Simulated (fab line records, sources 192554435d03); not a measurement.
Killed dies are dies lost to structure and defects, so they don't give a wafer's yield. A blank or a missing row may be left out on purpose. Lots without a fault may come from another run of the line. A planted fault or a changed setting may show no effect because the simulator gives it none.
Chamber matching | flow n5_finfet | N5_BEOL_M8_CMP_52 on cmp-04: 3 sister chambers
The step polishes, stops on SiCOH lowk, t overpolish 6.9 s, target thk 80 nm. 16 wafers are shown with their chamber, then 6 later ones without.

WAFERS WITH THEIR CHAMBER
wafer  | chamber | motor_current_A (A) | time_to_endpoint_s (s) | barrier_field_endpoint_s (s)
L074.2 | 1       | 5.6                 | 58                     | 28.4
L074.5 | 1       | 5.8                 | 57                     | 28.2
L074.6 | 0       | 7.1                 | 62                     | 29.7
L076.3 | 0       | 6.5                 | 65                     | 29.2
L076.5 | 0       | 6.9                 | 64                     | 29.6
L076.6 | 1       | 5.6                 | 58                     | 28.8
L078.1 | 2       | 6.7                 | 61                     | 28.7
L078.2 | 1       | 5.4                 | 59                     | 28.1
L078.6 | 2       | 6.3                 | 57                     | 28.2
L079.1 | 0       | 6.2                 | 62                     | 28.4
L079.4 | 2       | 6.3                 | 59                     | 28.3
L079.5 | 1       | 5.3                 | 58                     | 27.7
L084.1 | 0       | 6.6                 | 63                     | 28.4
L084.3 | 2       | 6.3                 | 60                     | 28.8
L084.5 | 0       | 6.6                 | 63                     | 29.6
L089.1 | 2       | 6.3                 | 61                     | 29.5

SIGNATURES (means of the wafers above)
reading                  | chamber 0 | chamber 1 | chamber 2 | scatter within a chamber
motor_current_A          | 6.650     | 5.540     | 6.380     | 0.244
time_to_endpoint_s       | 63.17     | 58.00     | 59.60     | 1.24
barrier_field_endpoint_s | 29.150    | 28.240    | 28.700    | 0.522
Rule: a wafer's distance from a chamber is the root of the sum, over the readings, of the square of ((its reading less the chamber's mean) divided by the reading's scatter). The wafer belongs to the nearest chamber; if the next one is less than 2 further off, it can't be placed. The scatter: the root of (the sum of the squares of (reading less its chamber's mean) over the shown wafers, divided by (wafers less chambers)).

WAFERS WITHOUT THEIR CHAMBER
wafer  | motor_current_A (A) | time_to_endpoint_s (s) | barrier_field_endpoint_s (s)
L089.3 | 5.7                 | 58                     | 29.1
L093.2 | 5.4                 | 63                     | 27.9
L093.3 | 6.5                 | 67                     | 28.3
L097.1 | 5.6                 | 59                     | 27.4
L097.4 | 6.4                 | 63                     | 28.9
L097.5 | 6.5                 | 62                     | 29.0

WHICH CHAMBER EACH WENT THROUGH
wafer  | from the rows above          | in truth
L089.3 | can't be placed: 1 or 2      | 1
L093.2 | can't be placed: 1 or 2 or 0 | 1
L093.3 | 0                            | 0
L097.1 | 1                            | 1
L097.4 | can't be placed: 0 or 2      | 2
L097.5 | can't be placed: 0 or 2      | 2
Placed correctly: 2 of 6. Can't be placed from these rows: 4 (the true chamber is among the candidates in 4). Placed wrongly: 0.
